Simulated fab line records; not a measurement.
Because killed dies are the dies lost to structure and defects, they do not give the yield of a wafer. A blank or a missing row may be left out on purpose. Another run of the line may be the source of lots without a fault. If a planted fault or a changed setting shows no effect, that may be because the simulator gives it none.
Which tool did it? | flow nandHarc | 33 wafers from 11 lots sampled at 7 of the route's 1159 steps

WHAT THE GAUGES READ, wafer by wafer
NHARC_P_M0_CD_MEAS_09: target cd 90 nm.
lot  | measured     | on       | cdNm (nm)
L587 | day 6 09:31  | cdSem-02 | 90.7 90.3 89.8
L588 | day 6 14:36  | cdSem-01 | 90.1 91.8 90.3
L589 | day 6 23:37  | cdSem-03 | 89.4 90.4 89.1
L592 | day 7 06:22  | cdSem-01 | 90.8 90.0 90.9
L594 | day 8 04:13  | cdSem-03 | 90.3 90.6 89.3
L595 | day 8 08:01  | cdSem-02 | 89.8 90.0 89.5
L599 | day 9 09:17  | cdSem-01 | 89.5 90.4 90.7
L602 | day 10 07:58 | cdSem-01 | 90.4 89.5 89.0
L604 | day 10 15:53 | cdSem-02 | 97.4 97.6 96.9
L606 | day 11 00:38 | cdSem-01 | 97.5 96.4 97.9
L607 | day 11 06:22 | cdSem-01 | 90.6 89.9 90.4

NHARC_P_M0_INSPECT_11.
lot  | measured     | on               | rawDefectCount
L587 | day 6 09:38  | defectInspect-01 | 4 3 1
L588 | day 6 14:43  | defectInspect-02 | 3 5 4
L589 | day 6 23:45  | defectInspect-01 | 1 6 6
L592 | day 7 06:30  | defectInspect-01 | 3 4 7
L594 | day 8 04:21  | defectInspect-01 | 2 13 6
L595 | day 8 08:08  | defectInspect-02 | 2 3 1
L599 | day 9 09:24  | defectInspect-01 | 6 8 3
L602 | day 10 08:05 | defectInspect-02 | 5 11 4
L604 | day 10 16:00 | defectInspect-01 | 9 7 2
L606 | day 11 00:46 | defectInspect-02 | 4 4 9
L607 | day 11 06:29 | defectInspect-02 | 3 4 5

NHARC_P_M0_CD_MEAS_16.
lot  | measured     | on       | cdNm (nm)
L587 | day 6 10:00  | cdSem-01 | 90.4 90.3 89.6
L588 | day 6 15:05  | cdSem-01 | 89.6 91.3 90.2
L589 | day 7 00:07  | cdSem-01 | 91.6 91.5 90.8
L592 | day 7 06:52  | cdSem-03 | 90.8 89.7 91.4
L594 | day 8 04:43  | cdSem-01 | 92.3 91.6 89.4
L595 | day 8 08:32  | cdSem-03 | 89.7 90.7 89.7
L599 | day 9 09:46  | cdSem-01 | 89.0 89.6 91.1
L602 | day 10 08:27 | cdSem-03 | 90.3 90.6 89.5
L604 | day 10 16:22 | cdSem-02 | 98.1 97.7 97.2
L606 | day 11 01:07 | cdSem-03 | 98.1 96.9 99.0
L607 | day 11 06:50 | cdSem-03 | 90.7 89.9 90.5

NHARC_END_SORT_01.
lot  | measured     | on        | defectLimitedYield (%) | killedAtArray | killedAtOther | killedAtPeriphery | killedDies | killedOpen | killedShort | sort_bin_2_pct (%) | sort_bin_3_pct (%) | sort_bin_4_pct (%) | sortNPass   | sortRimYieldPct (%) | sortYieldPct (%)
L592 | day 21 06:13 | prober-01 | 95.4 95.3 94.7         | 27 31 30      | 0 0 0         | 4 1 6             | 31 32 36   | 1 0 3      | 3 4 0       | 1.5 1.3 1.3        | 0.89 0.15 0.30     | 2.2 3.2 3.7        | 646 645 641 | 95.3 96.2 92.5      | 95.4 95.3 94.7
L594 | day 21 18:20 | prober-01 | 94.2 93.9 92.8         | 37 33 46      | 0 0 0         | 2 8 3             | 39 41 49   | 2 1 3      | 4 0 3       | 1.6 1.9 2.8        | 0.30 0.30 0        | 3.8 3.8 4.4        | 638 636 628 | 97.2 96.2 99.1      | 94.2 93.9 92.8
L595 | day 22 09:56 | prober-01 | 96.3 97.0 96.9         | 24 18 19      | 0 1 1         | 1 1 1             | 25 20 21   | 3 2 2      | 0 0 1       | 1.9 0.6 0.7        | 0.15 0 0.30        | 1.6 2.4 2.1        | 652 657 656 | 95.3 99.1 98.1      | 96.3 97.0 96.9
L599 | day 22 19:23 | prober-01 | 96.8 95.9 95.9         | 18 15 24      | 1 2 1         | 3 11 3            | 22 28 28   | 2 2 4      | 3 2 1       | 1.3 1.8 2.1        | 0 0.30 0           | 1.9 2.1 2.1        | 655 649 649 | 99.1 97.2 97.2      | 96.8 95.9 95.9
L602 | day 24 00:53 | prober-01 | 95.9 92.5 93.4         | 21 40 38      | 2 0 1         | 5 11 6            | 28 51 45   | 4 5 6      | 1 4 0       | 1.2 2.5 2.1        | 0.15 0.59 0.30     | 2.8 4.4 4.3        | 649 626 632 | 99.1 96.2 92.5      | 95.9 92.5 93.4

TOOL THAT RAN EACH LOT (tool first, then ch and the chambers of the sampled wafers, then the start)
lot  | NHARC_P_CONTACT_ETCH_18                      | NHARC_P_CONTACT_DEGAS_38    | NHARC_P_M0_PEB_07
L587 | rieDiel-12 ch 1,2,3, day 6 01:02 or earlier  | pvdSputter-02, day 6 01:02  | lithoTrack-04 ch 0, day 6 09:26
L588 | rieDiel-02 ch 0,1,3, day 6 07:44 or earlier  | pvdSputter-01, day 6 07:44  | lithoTrack-06 ch 0, day 6 14:31
L589 | rieDiel-02 ch 0,1,2, day 6 18:49 or earlier  | pvdSputter-02, day 6 18:49  | lithoTrack-01 ch 0, day 6 23:32
L592 | rieDiel-12 ch 0,1,3, day 7 02:14 or earlier  | pvdSputter-03, day 7 02:14  | lithoTrack-01 ch 0, day 7 06:17
L594 | rieDiel-12 ch 0,2, day 7 19:07 or earlier    | pvdSputter-03, day 7 19:07  | lithoTrack-04 ch 0, day 8 04:08
L595 | rieDiel-02 ch 0,1,2, day 8 05:29 or earlier  | pvdSputter-01, day 8 05:29  | lithoTrack-04 ch 0, day 8 07:56
L599 | rieDiel-12 ch 0,3, day 9 06:52 or earlier    | pvdSputter-02, day 9 06:52  | lithoTrack-04 ch 0, day 9 09:11
L602 | rieDiel-02 ch 2,3, day 9 22:45 or earlier    | pvdSputter-03, day 9 22:45  | lithoTrack-04 ch 0, day 10 07:53
L604 | rieDiel-05 ch 0,1, day 10 10:47 or earlier   | pvdSputter-01, day 10 10:47 | lithoTrack-04 ch 0, day 10 15:48
L606 | rieDiel-05 ch 0,1,3, day 10 22:02 or earlier | pvdSputter-03, day 10 22:02 | lithoTrack-04 ch 0, day 11 00:34
L607 | rieDiel-12 ch 1,2,3, day 11 03:57 or earlier | pvdSputter-01, day 11 03:57 | lithoTrack-06 ch 0, day 11 06:16
- NHARC_P_CONTACT_ETCH_18: etches the open film in C4F8/O2/Ar, target depth 481 nm, time 240.5 s.
- NHARC_P_CONTACT_DEGAS_38: time 60 s.
- NHARC_P_M0_PEB_07: peb time 65 s.

WHAT THE TOOLS THEMSELVES READ (means of the sampled wafers that have a number; where no wafer has one, the mark that the record gives instead)
NHARC_P_CONTACT_ETCH_18.
lot  | tool       | chamberPressureMTorr (mTorr) | oesProductAu (a.u.) | rfVppV (V)
L587 | rieDiel-12 | 24.989                       | 0.969               | 980
L588 | rieDiel-02 | 24.982                       | 0.964               | 973
L589 | rieDiel-02 | 24.992                       | 0.951               | 976
L592 | rieDiel-12 | 25.006                       | 0.972               | 978
L594 | rieDiel-12 | 25.017                       | 0.961               | 981
L595 | rieDiel-02 | 25.007                       | 0.944               | 977
L599 | rieDiel-12 | 25.008                       | 0.965               | 977
L602 | rieDiel-02 | 25.010                       | 0.938               | 977
L604 | rieDiel-05 | 24.988                       | 0.952               | 972
L606 | rieDiel-05 | 25.002                       | 0.956               | 974
L607 | rieDiel-12 | 25.024                       | 0.962               | 981

NHARC_P_CONTACT_DEGAS_38.
lot  | tool          | heaterPowerW (W)
L587 | pvdSputter-02 | 473
L588 | pvdSputter-01 | 500
L589 | pvdSputter-02 | 455
L592 | pvdSputter-03 | 433
L594 | pvdSputter-03 | 447
L595 | pvdSputter-01 | 519
L599 | pvdSputter-02 | 503
L602 | pvdSputter-03 | 442
L604 | pvdSputter-01 | 467
L606 | pvdSputter-03 | 406
L607 | pvdSputter-01 | 515

NHARC_P_M0_PEB_07.
lot  | tool          | exhaustPa (Pa) | heaterPowerTotalW (W) | plateTempC (C)
L587 | lithoTrack-04 | 45.4           | 156.7                 | 100.06
L588 | lithoTrack-06 | 45.1           | 156.6                 | 100.10
L589 | lithoTrack-01 | 44.8           | 156.7                 | 99.92
L592 | lithoTrack-01 | 44.5           | 156.6                 | 100.25
L594 | lithoTrack-04 | 45.2           | 156.4                 | 100.11
L595 | lithoTrack-04 | 45.2           | 156.6                 | 100.10
L599 | lithoTrack-04 | 46.2           | 157.1                 | 100.13
L602 | lithoTrack-04 | 43.9           | 156.3                 | 99.94
L604 | lithoTrack-04 | 44.6           | 160.8                 | 101.98
L606 | lithoTrack-04 | 44.9           | 160.5                 | 101.83
L607 | lithoTrack-06 | 44.0           | 156.5                 | 99.91

THE ANSWER, worked out from the rows above alone
Rule: what is usual is taken from the lots themselves. Put in order of their means at a reading, lots are off if they are a third of the lots or fewer, leave a main group of 4 or more, and stand apart from it by a gap of 3 or more times the standard deviation of the main group's means; of several such gaps the widest counts. The tables above print the reading to a certain number of digits; a main group whose means all agree to those digits is not used. Also off: a lot with no number at a reading for which 4 or more lots have one. All remaining lots with rows at the step are treated as sound. After the gauges, taken in route order, come the tools' own readings; for these a lot's mean is taken, as printed above. The first step at which some lot is off is used, and at that step the reading that is off furthest; a lot without a number counts as furthest.
Off at NHARC_P_M0_CD_MEAS_09 (cdNm): L604, L606. The main group has a mean of 90.1 nm with a standard deviation of 0.37.
If a tool, at a process step before that reading, ran all the lots that are off and no sound lot after the first of them, it fits. Not tried: the gauges at NHARC_P_M0_CD_MEAS_09; whatever is off there is also off at NHARC_P_M0_PEB_07, on other tools, and gauge error can't account for it. Because NHARC_P_CONTACT_ETCH_18 lacks a start for some lots, the hours and order of its lots are taken from NHARC_P_CONTACT_DEGAS_38. This does not decide it: 2 tools fit, namely rieDiel-05 at NHARC_P_CONTACT_ETCH_18 and lithoTrack-04 at NHARC_P_M0_PEB_07.

WHAT THE SIMULATOR PUT IN
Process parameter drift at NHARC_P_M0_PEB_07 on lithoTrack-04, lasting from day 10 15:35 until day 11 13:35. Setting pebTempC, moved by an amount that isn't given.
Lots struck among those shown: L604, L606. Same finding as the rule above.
